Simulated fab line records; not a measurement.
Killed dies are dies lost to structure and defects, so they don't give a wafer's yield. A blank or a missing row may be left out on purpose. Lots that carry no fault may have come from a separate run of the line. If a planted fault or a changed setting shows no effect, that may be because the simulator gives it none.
fab line records	flow n5Finfet
[record] lots = 7	wafers = 21
route steps=1938 shown BEOL_M1@800 BEOL_M2@844 BEOL_M3@941 BEOL_M4@1070
startH: hours from the record's opening day to when the first of the lot's shown wafers began	waitH: hours since the lot's step before	" same as the row above	L1.1+2: a row that stands for several wafers	- no value, or no start was given	* or withheld: withheld	< > ~ a bound
route shown NAME@n: a module of which the file shows steps, and the number in the route of the first	usual: mean and standard deviation over wafers with no fault	same: alike in all rows	chamber/n: place in a boat	sites: per-site readings	_std_site: their standard deviation	_edge_site: the outer-site mean with the inner-site mean subtracted	radiusMm: for every site, how far away it sits from the centre of the wafer	mask NAME#n: copy n	behind: tool/chamber where the wafer was last shaped	hold: the reason the lot was held/the length of the hold in hours/how it ended	device: the transistor (n, p or np) that didn't switch	end of line: the tests these same wafers got at the end of their route	where a step has no rows: the recipe by itself	killed: dies that structure and defects cost at the first sort, which is not the same as the wafer's yield	map: a wafer's dies, marking killed ones x, the rest . and places with no die _
set.NAME: the run value of the setting; set.NAME@STEP: its run value at that earlier step	model.NAME: the simulator's own value behind a step, which no gauge read
lots run with intentionally changed settings; tables by step, rows by wafer
[[steps]]
[step N5_BEOL_M1_TRENCH_ETCH_37]
[recipe] chemistry = C4F6/O2	targetDepthA = 552.07	target = SiOC	timeS = 29	ionEnergyEv = 250	pressureMtorr = 30	sourceW = 355	biasW = 185	Ar_flow_sccm = 300	C4F6_flow_sccm = 10	O2_flow_sccm = 10
lot.wafer	tool	chamber	startH	waitH	set.timeS	model.etch.depthNm	model.BEOL_M1.featureDepthNm
L074.1	rieDiel-04	3	-	-	29	57.13	57.2
L074.2	"	2	"	"	29	56.01	56
L074.5	"	2	"	"	29	55.93	56
L075.1	rieDiel-04	2	-	-	29	55.26	55.2
L075.2	"	1	"	"	29	56.3	56.4
L075.6	"	3	"	"	29	57.29	57.2
L079.4	rieDiel-01	0	-	-	29	54.19	54.2
L079.5	"	2	"	"	29	56.06	56
L079.6	"	1	"	"	29	54.12	54.2
L080.1	rieDiel-04	0	-	-	29	55.11	55.2
L080.4	"	3	"	"	29	57.11	57.2
L080.5	"	1	"	"	29	55.87	55.8
L085.1	rieDiel-01	0	-	-	31.55	59.08	59
L085.3	"	1	"	"	31.55	58.69	58.6
L085.6	"	3	"	"	29	54.44	54.4
L087.1	rieDiel-04	0	-	-	22.62	42.14	42.2
L087.3	"	2	"	"	29	55.87	55.8
L087.5	"	2	"	"	22.62	43.72	43.8
L096.1	rieDiel-01	0	-	-	34.02	63.55	63.6
L096.3	"	2	"	"	34.02	65.28	65.2
L096.4	"	3	"	"	29	54.92	55
[step N5_BEOL_M1_ETCH_41]
[recipe] chemistry = CH3F/O2	target = SiCN	targetDepthA = 319	taperDeg = 2	timeS = 57.8	ionEnergyEv = 120	maskMaterial = TiN	pressureMtorr = 30	sourceW = 395	biasW = 75	Ar_flow_sccm = 150	CH3F_flow_sccm = 30	O2_flow_sccm = 20
[step N5_BEOL_M1_STRIP_97]
[recipe] chemistry = N2/H2	timeS = 10	powerW = 450	tempC = 40	pressureMtorr = 20	rfFrequencyHz = 6e+07	biasPowerW = 7	n2FlowSccm = 200	h2FlowSccm = 200
[step N5_BEOL_M1_OCD_MEAS_38]
[usual] trenchDepthNm = 55.4/1.2
lot.wafer	tool	chamber	startH	waitH	set.timeS@BEOL_M1_TRENCH_ETCH_37	trenchDepthNm
L074.1	ocd-01	-	125.18	-	29	57.5
L074.2	"	-	"	"	29	56.0
L074.5	"	-	"	"	29	55.6
L075.1	ocd-02	-	137.46	-	29	55.3
L075.2	"	-	"	"	29	56.4
L075.6	"	-	"	"	29	57.8
L079.4	ocd-02	-	152.55	-	29	54.2
L079.5	"	-	"	"	29	56.4
L079.6	"	-	"	"	29	54.6
L080.1	ocd-01	-	155.19	-	29	55.0
L080.4	"	-	"	"	29	57.0
L080.5	"	-	"	"	29	55.9
L085.1	ocd-01	-	193.67	-	31.55	58.6
L085.3	"	-	"	"	31.55	58.7
L085.6	"	-	"	"	29	54.7
L087.1	ocd-01	-	207.75	-	22.62	42.1
L087.3	"	-	"	"	29	56.0
L087.5	"	-	"	"	22.62	43.4
L096.1	ocd-01	-	258.88	-	34.02	63.4
L096.3	"	-	"	"	34.02	65.5
L096.4	"	-	"	"	29	54.7
[step N5_BEOL_M2_HM_DEP_02]
[recipe] material = TiN	targetThkA = 200	tempC = 25	chamberPressurePa = 0.49996
lot.wafer	tool	chamber	startH	waitH	set.targetThkA	model.TiN_of_BEOL_M2_HM_DEP_02.thkNm
L074.1	pvdSputter-03	-	131.99	1.7	213.7	21
L074.2+5	"	-	"	"	200	20
L075.1	pvdSputter-01	-	144.25	1.6	200	20
L075.2	"	-	"	"	189.4	19
L075.6	"	-	"	"	200	20.6
L079.4	pvdSputter-03	-	157.63	0.9	200	19.4
L079.5	"	-	"	"	200	20.4
L079.6	"	-	"	"	200	19.6
L080.1	pvdSputter-02	-	161.28	0.6	200	20
L080.4	"	-	"	"	192.6	19
L080.5	"	-	"	"	200	20.2
L085.1	pvdSputter-03	-	200.42	0.9	200	19.6
L085.3	"	-	"	"	200	20
L085.6	"	-	"	"	200	19.8
L087.1	pvdSputter-01	-	211.58	0.0	177.1	18
L087.3	"	-	"	"	177.1	17.6
L087.5	"	-	"	"	200	19.6
L096.1	pvdSputter-01	-	264.23	1.1	191.7	19
L096.3	"	-	"	"	200	19.8
L096.4	"	-	"	"	191.7	19.6
[step N5_BEOL_M2_COAT_73]
[recipe] resist = underlayer	tempC = 205	timeS = 60	spinRpm = 1500	resistThkNm = 5
lot.wafer	tool	chamber	startH	waitH	set.tempC
L074.1	lithoTrack-03	0	-	-	200.2
L074.2+5	"	0	"	"	205
L075.1+2	lithoTrack-05	0	-	-	199.3
L075.6	"	0	"	"	205
L079.4+5+6	lithoTrack-02	0	-	-	205
L080.1	lithoTrack-02	0	-	-	209.6
L080.4+5	"	0	"	"	205
L085.1+6	lithoTrack-05	0	-	-	197.7
L085.3	"	0	"	"	205
L087.1	lithoTrack-03	0	-	-	208.2
L087.3+5	"	0	"	"	205
L096.1+4	lithoTrack-03	0	-	-	198
L096.3	"	0	"	"	205
[step N5_BEOL_M2_COAT_05]
[recipe] resist = CAR-EUV	spinRpm = 1500	resistThkNm = 30
[step N5_BEOL_M2_EBR_07]
[recipe] solvent = PGMEA	ebrWidthMm = 1.5
[step N5_BEOL_M2_STRIP_75]
[recipe] chemistry = N2/H2	tempC = 40	n2FlowSccm = 200	h2FlowSccm = 200	rfFrequencyHz = 6e+07
[step N5_BEOL_M2_STRIP_66]
[recipe] chemistry = CF4	resist = SiARC	powerW = 300	biasPowerW = 75	pressureMtorr = 50	cf4FlowSccm = 150	rfFrequencyHz = 6e+07
[step N5_BEOL_M2_HM_OPEN_17]
[recipe] chemistry = Cl2/BCl3	targetDepthA = 200	overetchA = 60	target = TiN	maskMaterial = SOC	ionEnergyEv = 150	pressureMtorr = 10	icpW = 1000	biasW = 126	Cl2_flow_sccm = 53.25	bcl3FlowSccm = 21.75	Ar_flow_sccm = 25
lot.wafer	tool	chamber	startH	waitH	set.targetThkA@BEOL_M2_HM_DEP_02	model.etch.depthNm
L074.1	rieMetal-01	1	132.88	0.0	213.7	21
L074.2	"	0	"	"	200	20.04
L074.5	"	1	"	"	200	20.03
L075.1	rieMetal-02	0	145.14	0.0	200	20.05
L075.2	"	1	"	"	189.4	18.96
L075.6	"	0	"	"	200	20.55
L079.4	rieMetal-02	1	158.52	0.1	200	19.43
L079.5	"	1	"	"	200	20.32
L079.6	"	0	"	"	200	19.68
L080.1	rieMetal-02	1	162.05	0.0	200	19.91
L080.4	"	0	"	"	192.6	19.06
L080.5	"	1	"	"	200	20.14
L085.1	rieMetal-01	1	201.31	0.0	200	19.66
L085.3	"	0	"	"	200	19.95
L085.6	"	1	"	"	200	19.73
L087.1	rieMetal-03	1	212.36	0.0	177.1	18.02
L087.3	"	0	"	"	177.1	17.5
L087.5	"	1	"	"	200	19.58
L096.1	rieMetal-03	1	265.45	0.0	191.7	18.98
L096.3	"	1	"	"	200	19.73
L096.4	"	1	"	"	191.7	19.57
[step N5_BEOL_M2_TRENCH_ETCH_37]
[recipe] chemistry = C4F6/O2	targetDepthA = 555.55	target = SiOC	timeS = 29.2	ionEnergyEv = 250	pressureMtorr = 30	sourceW = 355	biasW = 185	Ar_flow_sccm = 300	C4F6_flow_sccm = 10	O2_flow_sccm = 10
lot.wafer	tool	chamber	startH	waitH	set.timeS	model.etch.depthNm	model.BEOL_M2.featureDepthNm
L074.1	rieDiel-02	1	-	-	29.2	55.85	55.8
L074.2	"	0	"	"	29.2	53.24	53.2
L074.5	"	1	"	"	29.2	55.71	55.8
L075.1	rieDiel-03	0	-	-	29.2	55.77	55.8
L075.2	"	2	"	"	29.2	55.19	55.2
L075.6	"	1	"	"	31.4	58.15	58.2
L079.4	rieDiel-03	3	-	-	29.2	53.79	53.8
L079.5	"	0	"	"	29.2	55.5	55.4
L079.6	"	3	"	"	29.2	53.61	53.6
L080.1	rieDiel-02	2	-	-	31.09	58.46	58.4
L080.4	"	1	"	"	31.09	58.66	58.6
L080.5	"	0	"	"	29.2	52.5	52.6
L085.1	rieDiel-06	2	-	-	29.2	55.93	56
L085.3	"	1	"	"	29.2	55.39	55.4
L085.6	"	3	"	"	29.2	54.18	54.2
L087.1	rieDiel-06	0	-	-	29.2	53.86	53.8
L087.3	"	3	"	"	29.2	53.99	54
L087.5	"	2	"	"	34.75	67.08	67
L096.1	rieDiel-02	1	-	-	29.2	55.37	55.4
L096.3	"	0	"	"	29.2	51.7	51.8
L096.4	"	3	"	"	29.2	56.56	56.6
[step N5_BEOL_M2_ETCH_41]
[recipe] chemistry = CH3F/O2	target = SiCN	targetDepthA = 299	taperDeg = 2	timeS = 52.5	ionEnergyEv = 120	maskMaterial = TiN	pressureMtorr = 30	sourceW = 395	biasW = 75	Ar_flow_sccm = 150	CH3F_flow_sccm = 30	O2_flow_sccm = 20
[step N5_BEOL_M2_STRIP_97]
[recipe] chemistry = N2/H2	timeS = 10	powerW = 450	tempC = 40	pressureMtorr = 20	rfFrequencyHz = 6e+07	biasPowerW = 7	n2FlowSccm = 200	h2FlowSccm = 200
[step N5_BEOL_M2_OCD_MEAS_38]
[usual] trenchDepthNm = 54.9/1.3
lot.wafer	tool	chamber	startH	waitH	set.timeS@BEOL_M2_TRENCH_ETCH_37	trenchDepthNm
L074.1	ocd-01	-	139.61	-	29.2	55.4
L074.2	"	-	"	"	29.2	53.5
L074.5	"	-	"	"	29.2	55.9
L075.1	ocd-02	-	146.53	-	29.2	55.7
L075.2	"	-	"	"	29.2	54.9
L075.6	"	-	"	"	31.4	58.2
L079.4	ocd-02	-	160.88	-	29.2	53.3
L079.5	"	-	"	"	29.2	55.1
L079.6	"	-	"	"	29.2	53.3
L080.1	ocd-02	-	163.36	-	31.09	58.8
L080.4	"	-	"	"	31.09	58.7
L080.5	"	-	"	"	29.2	52.2
L085.1	ocd-01	-	203.01	-	29.2	55.8
L085.3	"	-	"	"	29.2	55.6
L085.6	"	-	"	"	29.2	54.6
L087.1	ocd-01	-	213.77	-	29.2	53.8
L087.3	"	-	"	"	29.2	54.2
L087.5	"	-	"	"	34.75	67.0
L096.1	ocd-01	-	269.51	-	29.2	55.4
L096.3	"	-	"	"	29.2	51.4
L096.4	"	-	"	"	29.2	56.3
[step N5_BEOL_M2_SURFACE_TREAT_85]
[recipe] gas = Ar	timeS = *	ionEnergyEv = *	ionCurrentMaCm2 = 0.5	pressureMtorr = *	arFlowSccm = 30
lot.wafer	tool	chamber	startH	waitH	set.timeS
L074.1+2	pvdSputter-03	-	141.08	0.4	*
L074.5	"	-	"	"	*
L075.1+6	pvdSputter-02	-	147.28	0.3	*
L075.2	"	-	"	"	*
L079.4+5+6	pvdSputter-02	-	161.73	0.1	*
L080.1+5	pvdSputter-03	-	164.59	0.2	*
L080.4	"	-	"	"	*
L085.1	pvdSputter-02	-	203.77	0.3	*
L085.3+6	"	-	"	"	*
L087.1+3	pvdSputter-02	-	215.44	1.2	*
L087.5	"	-	"	"	*
L096.1	pvdSputter-02	-	270.61	0.2	*
L096.3+4	"	-	"	"	*
[step N5_BEOL_M2_CVD_47]
[recipe] material = Co	targetThkA = 30	tempC = withheld	precursor = CCTBA/H2	pressureTorr = 30	timeS = 223.8
[step N5_BEOL_M2_SPUTTER_48]
[recipe] material = Cu	targetThkA = 45	tempC = -20	chamberPressurePa = 0.07	powerW = withheld	timeS = 8.29
[step N5_BEOL_M2_ECD_50]
[recipe] material = Cu	targetThkA = 3000
[step N5_BEOL_M2_ANNEAL_51]
[recipe] tempC = 225	timeS = 90	ambient = N2
[step N5_BEOL_M2_CMP_52]
[recipe] stopOn = SiOC	tOverpolishS = 6.8	downForcePsi = 1	platenRpm = 50	clearingPlatenDownForcePsi = 1.5	clearingPlatenRpm = 50	postCmpClean = cuAlkaline	targetThkNm = 40	clearingPlatenPadVelocityMS = 0.99484	padVelocityMS = 0.99484
lot.wafer	tool	chamber	startH	waitH	set.timeS@BEOL_M2_TRENCH_ETCH_37	model.Cu_of_BEOL_M2_ECD_50.thkNm
L074.2	cmp-03	1	144.01	0.2	29.2	37.8
L074.1	"	2	"	"	29.2	38.2
L074.5	"	1	"	"	29.2	39.4
L075.1	cmp-01	2	149.81	0.3	29.2	41.6
L075.2	"	3	"	"	29.2	40.8
L075.6	"	2	"	"	31.4	44.6
L079.4	cmp-03	3	164.30	0.1	29.2	37.8
L079.5	"	3	"	"	29.2	39.2
L079.6	"	0	"	"	29.2	37.4
L080.1	cmp-03	3	167.62	0.3	31.09	44.2
L080.4	"	0	"	"	31.09	43.6
L080.5	"	3	"	"	29.2	37.8
L085.3	cmp-01	3	206.75	0.3	29.2	42.6
L085.1	"	0	"	"	29.2	41
L085.6	"	3	"	"	29.2	41.4
L087.3	cmp-03	2	217.98	0.2	29.2	36.4
L087.1	"	3	"	"	29.2	37.6
L087.5	"	2	"	"	34.75	48.2
L096.1	cmp-02	3	273.14	0.3	29.2	41.6
L096.3	"	0	"	"	29.2	35.8
L096.4	"	2	"	"	29.2	39.6
[step N5_BEOL_M2_THK_MEAS_53]
[recipe] thkMeasGauge = xrf	reads = Cu_of_BEOL_M2_ECD_50
[usual] M2_THK = 39.7/2.2
lot.wafer	tool	chamber	startH	waitH	set.timeS@BEOL_M2_TRENCH_ETCH_37	M2_THK[nm]
L074.1	filmMetro-02	-	144.31	-	29.2	38.6
L074.2	"	-	"	"	29.2	38.4
L074.5	"	-	"	"	29.2	40.0
L075.1	filmMetro-01	-	150.07	-	29.2	42.9
L075.2	"	-	"	"	29.2	42.0
L075.6	"	-	"	"	31.4	45.7
L079.4	filmMetro-01	-	164.59	-	29.2	38.6
L079.5	"	-	"	"	29.2	40.0
L079.6	"	-	"	"	29.2	38.2
L080.1	filmMetro-02	-	167.88	-	31.09	44.8
L080.4	"	-	"	"	31.09	43.8
L080.5	"	-	"	"	29.2	38.0
L085.1	filmMetro-02	-	207.01	-	29.2	41.2
L085.3	"	-	"	"	29.2	42.9
L085.6	"	-	"	"	29.2	41.4
L087.1	filmMetro-01	-	218.24	-	29.2	38.2
L087.3	"	-	"	"	29.2	36.9
L087.5	"	-	"	"	34.75	49.0
L096.1	filmMetro-01	-	273.44	-	29.2	42.2
L096.3	"	-	"	"	29.2	36.4
L096.4	"	-	"	"	29.2	40.1
[step N5_BEOL_M2_PRE_CLEAN_60]
[recipe] gas = NH3/H2	timeS = 15	tempC = *	rfPowerW = 300
[step N5_BEOL_M2_CO_CAP_55]
[recipe] material = Co	targetThkA = 20	tempC = 200	precursor = CCTBA/H2	pressureTorr = 30	timeS = 102.1
[step N5_BEOL_M2_PRE_CLEAN_56]
[recipe] gas = NH3	timeS = 15	tempC = withheld	rfPowerW = 300
[step N5_BEOL_M2_DEP_57]
[recipe] material = SiCN	targetThkA = 80	tempC = withheld	precursor = 3MS/NH3	pressureTorr = 3	rfW = 202	timeS = 14
[step N5_BEOL_M2_RS_MEAS_58]
[recipe] thkMeasGauge = four-point-probe	reads = Co_of_BEOL_M2_CO_CAP_55+Cu_of_BEOL_M2_ECD_50+Co_of_BEOL_M2_CVD_47+TaN_of_BEOL_M2_ALD_84
[usual] M2_RS = 0.69/0.05
lot.wafer	tool	chamber	startH	waitH	set.timeS@BEOL_M2_TRENCH_ETCH_37	M2_RS[ohm/sq]
L074.1	filmMetro-02	-	144.57	0.0	29.2	0.71
L074.2	"	-	"	"	29.2	0.72
L074.5	"	-	"	"	29.2	0.68
L075.1	filmMetro-01	-	150.43	0.0	29.2	0.63
L075.2	"	-	"	"	29.2	0.65
L075.6	"	-	"	"	31.4	0.58
L079.4	filmMetro-01	-	164.85	0.0	29.2	0.72
L079.5	"	-	"	"	29.2	0.69
L079.6	"	-	"	"	29.2	0.73
L080.1	filmMetro-02	-	168.22	0.0	31.09	0.59
L080.4	"	-	"	"	31.09	0.60
L080.5	"	-	"	"	29.2	0.72
L085.1	filmMetro-01	-	207.39	0.1	29.2	0.65
L085.3	"	-	"	"	29.2	0.62
L085.6	"	-	"	"	29.2	0.64
L087.1	filmMetro-02	-	218.53	0.1	29.2	0.73
L087.3	"	-	"	"	29.2	0.76
L087.5	"	-	"	"	34.75	0.53
L096.1	filmMetro-01	-	273.71	0.0	29.2	0.63
L096.3	"	-	"	"	29.2	0.77
L096.4	"	-	"	"	29.2	0.68
[step N5_BEOL_M3_EXPOSE_08]
[recipe] maskId = M3	na = 0.33	sourceShape = dipole	sigmaInner = 0.369	sigmaOuter = 0.767	polarization = unpolarized	doseMj = 33
lot.wafer	tool	chamber	startH	waitH	mask	set.doseMj
L074.1+2+5	euvScanner-02	0	145.78	-	M3#0	33
L075.1+2+6	euvScanner-02	0	152.66	-	M3#0	33
L079.4+5+6	euvScanner-02	0	168.06	-	M3#0	33
L080.1+4	euvScanner-02	0	169.62	-	M3#0	33
L080.5	"	0	"	"	M3#0	32.07
L085.1+6	euvScanner-02	0	207.94	-	M3#0	34.89
L085.3	"	0	"	"	M3#0	33
L087.1+5	euvScanner-01	0	221.44	-	M3#0	33
L087.3	"	0	"	"	M3#0	31.54
L096.1+3	euvScanner-02	0	274.73	-	M3#0	33
L096.4	"	0	"	"	M3#0	31.75
[step N5_BEOL_M3_PEB_09]
[recipe] pebTempC = 100	pebTimeS = 60	resist = CAR-EUV
[step N5_BEOL_M3_DEVELOP_10]
[recipe] developTimeS = 30	developer = TMAH	resist = CAR-EUV	rinseLiquid = surfactantRinse	dry = airSpin	devTempC = 23
[step N5_BEOL_M3_CD_MEAS_11]
[recipe] targetCdNm = 17.05	landingEnergyEv = 500	detector = seInlens	polarity = opening
[usual] cdNm = 17.05/0.24
lot.wafer	tool	chamber	startH	waitH	set.doseMj@BEOL_M3_EXPOSE_08	cdNm
L074.1	cdSem-02	0	145.90	-	33	17.23
L074.2	"	0	"	"	33	17.07
L074.5	"	0	"	"	33	17.33
L075.1	cdSem-01	0	152.79	-	33	17.04
L075.2	"	0	"	"	33	17.13
L075.6	"	0	"	"	33	17.01
L079.4	cdSem-03	0	168.17	-	33	16.85
L079.5	"	0	"	"	33	16.82
L079.6	"	0	"	"	33	17.17
L080.1	cdSem-02	0	169.74	-	33	17.45
L080.4	"	0	"	"	33	17.33
L080.5	"	0	"	"	32.07	16.09
L085.1	cdSem-03	0	208.06	-	34.89	18.29
L085.3	"	0	"	"	33	17.11
L085.6	"	0	"	"	34.89	18.60
L087.1	cdSem-03	0	221.56	-	33	16.78
L087.3	"	0	"	"	31.54	16.04
L087.5	"	0	"	"	33	16.74
L096.1	cdSem-02	0	274.86	-	33	17.25
L096.3	"	0	"	"	33	17.37
L096.4	"	0	"	"	31.75	16.44
[step N5_BEOL_M3_DESCUM_16]
[recipe] chemistry = O2	timeS = 7	sourcePowerW = 50	biasPowerW = 20	pressureMtorr = 20	rfFrequencyHz = 2.712e+07	tempC = 40	resist = CAR-EUV	o2FlowSccm = 225
[step N5_BEOL_M3_ETCH_74]
[recipe] chemistry = N2/H2	target = underlayer	targetDepthA = 65	maskMaterial = CAR-EUV	timeS = 5.2	ionEnergyEv = 200	pressureMtorr = 30	sourceW = 840	biasW = 150	n2FlowSccm = 200	h2FlowSccm = 200	ends = cleared
lot.wafer	tool	chamber	startH	waitH	set.doseMj@BEOL_M3_EXPOSE_08	model.BEOL_M3.cdOffsetNm
L074.1	rieDiel-05	0	146.07	0.0	33	0.4
L074.2	"	2	"	"	33	0.2
L074.5	"	1	"	"	33	0
L075.1+2+6	rieDiel-01	0,2,1	153.01	0.0	33	0.2
L079.4	rieDiel-05	2	168.34	0.0	33	-0.4
L079.5	"	0	"	"	33	0
L079.6	"	1	"	"	33	-0.2
L080.1	rieDiel-04	3	169.90	0.0	33	0
L080.4	"	0	"	"	33	0.2
L080.5	"	1	"	"	32.07	-0.4
L085.1	rieDiel-05	2	208.25	0.0	34.89	1.4
L085.3	"	0	"	"	33	0
L085.6	"	1	"	"	34.89	1
L087.1	rieDiel-05	1	221.76	0.0	33	-0.2
L087.3	"	0	"	"	31.54	-1
L087.5	"	1	"	"	33	-0.4
L096.1+3	rieDiel-01	3,0	276.03	0.0	33	0.4
L096.4	"	2	"	"	31.75	-0.6
[step N5_BEOL_M3_ETCH_63]
[recipe] chemistry = CF4	target = SiARC	targetDepthA = 156	maskMaterial = CAR-EUV	timeS = 26	ionEnergyEv = 80	pressureMtorr = 40	sourceW = 545	biasW = 36	Ar_flow_sccm = 100	cf4FlowSccm = 100	ends = cleared
lot.wafer	tool	chamber	startH	waitH	set.doseMj@BEOL_M3_EXPOSE_08	model.BEOL_M3.cdOffsetNm
L074.1	rieDiel-05	0	146.09	0.0	33	0.4
L074.2	"	2	"	"	33	-0.2
L074.5	"	1	"	"	33	0
L075.1+2	rieDiel-01	0,2	153.03	0.0	33	0.2
L075.6	"	1	"	"	33	0
L079.4	rieDiel-05	2	168.36	0.0	33	-0.6
L079.5	"	0	"	"	33	0
L079.6	"	1	"	"	33	-0.2
L080.1	rieDiel-04	3	169.92	0.0	33	-0.2
L080.4	"	0	"	"	33	0.2
L080.5	"	1	"	"	32.07	-0.4
L085.1	rieDiel-05	2	208.27	0.0	34.89	1.2
L085.3	"	0	"	"	33	0
L085.6	"	1	"	"	34.89	1
L087.1+5	rieDiel-05	1	221.77	0.0	33	-0.4
L087.3	"	0	"	"	31.54	-1
L096.1	rieDiel-01	3	276.04	0.0	33	0.2
L096.3	"	0	"	"	33	0.4
L096.4	"	2	"	"	31.75	-0.6
[step N5_BEOL_M4_TRENCH_ETCH_37]
[recipe] chemistry = C4F6/O2	targetDepthA = 555.55	target = SiOC	timeS = 29.2	ionEnergyEv = 250	pressureMtorr = 30	sourceW = 355	biasW = 185	Ar_flow_sccm = 300	C4F6_flow_sccm = 10	O2_flow_sccm = 10
[usual] rfVppV = 665/19
lot.wafer	tool	chamber	startH	waitH	set.biasW	rfVppV
L074.1	rieDiel-06	2	-	-	195.5	678
L074.2	"	0	"	"	185	665
L074.5	"	0	"	"	185	666
L075.1	rieDiel-03	0	-	-	164.1	615
L075.2	"	2	"	"	185	692
L075.6	"	3	"	"	185	652
L079.4	rieDiel-03	2	-	-	185	692
L079.5	"	2	"	"	185	692
L079.6	"	3	"	"	185	652
L080.1	rieDiel-03	3	-	-	154.2	567
L080.4	"	1	"	"	185	681
L080.5	"	1	"	"	185	683
L085.1	rieDiel-03	2	-	-	185	692
L085.3	"	1	"	"	185	681
L085.6	"	1	"	"	154.4	589
L087.1	rieDiel-02	1	-	-	185	689
L087.3	"	2	"	"	185	651
L087.5	"	0	"	"	185	625
L096.1	rieDiel-06	2	-	-	185	648
L096.3	"	1	"	"	151.7	566
L096.4	"	2	"	"	185	648
[[key]]
[split] step = N5_BEOL_M1_TRENCH_ETCH_37	setting = timeS	stated = 29	by = wafer
[response] step = N5_BEOL_M1_TRENCH_ETCH_37	reading = model.etch.depthNm	change = +0.567	per = 1%	r = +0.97
[response] step = N5_BEOL_M1_TRENCH_ETCH_37	reading = model.BEOL_M1.featureDepthNm	change = +0.561	per = 1%	r = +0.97
[response] step = N5_BEOL_M1_OCD_MEAS_38	reading = trenchDepthNm	change = +0.576	per = 1%	r = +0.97
[split] step = N5_BEOL_M2_HM_DEP_02	setting = targetThkA	stated = 200	by = wafer
[response] step = N5_BEOL_M2_HM_DEP_02	reading = model.TiN_of_BEOL_M2_HM_DEP_02.thkNm	change = +0.171	per = 1%	r = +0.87
[response] step = N5_BEOL_M2_HM_OPEN_17	reading = model.etch.depthNm	change = +0.169	per = 1%	r = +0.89
[split] step = N5_BEOL_M2_COAT_73	setting = tempC	stated = 205	by = wafer
response none clear
[split] step = N5_BEOL_M2_TRENCH_ETCH_37	setting = timeS	stated = 29.2	by = wafer
[response] step = N5_BEOL_M2_TRENCH_ETCH_37	reading = model.etch.depthNm	change = +0.673	per = 1%	r = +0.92
[response] step = N5_BEOL_M2_TRENCH_ETCH_37	reading = model.BEOL_M2.featureDepthNm	change = +0.669	per = 1%	r = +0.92
[response] step = N5_BEOL_M2_OCD_MEAS_38	reading = trenchDepthNm	change = +0.68	per = 1%	r = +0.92
[response] step = N5_BEOL_M2_CMP_52	reading = model.Cu_of_BEOL_M2_ECD_50.thkNm	change = +0.604	per = 1%	r = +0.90
[response] step = N5_BEOL_M2_THK_MEAS_53	reading = M2_THK	change = +0.617	per = 1%	r = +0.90
[response] step = N5_BEOL_M2_RS_MEAS_58	reading = M2_RS	change = -0.0116	per = 1%	r = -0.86
[split] step = N5_BEOL_M2_SURFACE_TREAT_85	setting = timeS	stated = *	by = wafer
response none clear
[split] step = N5_BEOL_M3_EXPOSE_08	setting = doseMj	stated = 33	by = wafer
[response] step = N5_BEOL_M3_CD_MEAS_11	reading = cdNm	change = +0.239	per = 1%	r = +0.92
[response] step = N5_BEOL_M3_ETCH_74	reading = model.BEOL_M3.cdOffsetNm	change = +0.203	per = 1%	r = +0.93
[response] step = N5_BEOL_M3_ETCH_63	reading = model.BEOL_M3.cdOffsetNm	change = +0.181	per = 1%	r = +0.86
[split] step = N5_BEOL_M4_TRENCH_ETCH_37	setting = biasW	stated = 185	by = wafer
[response] step = N5_BEOL_M4_TRENCH_ETCH_37	reading = rfVppV	change = +5.54	per = 1%	r = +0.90
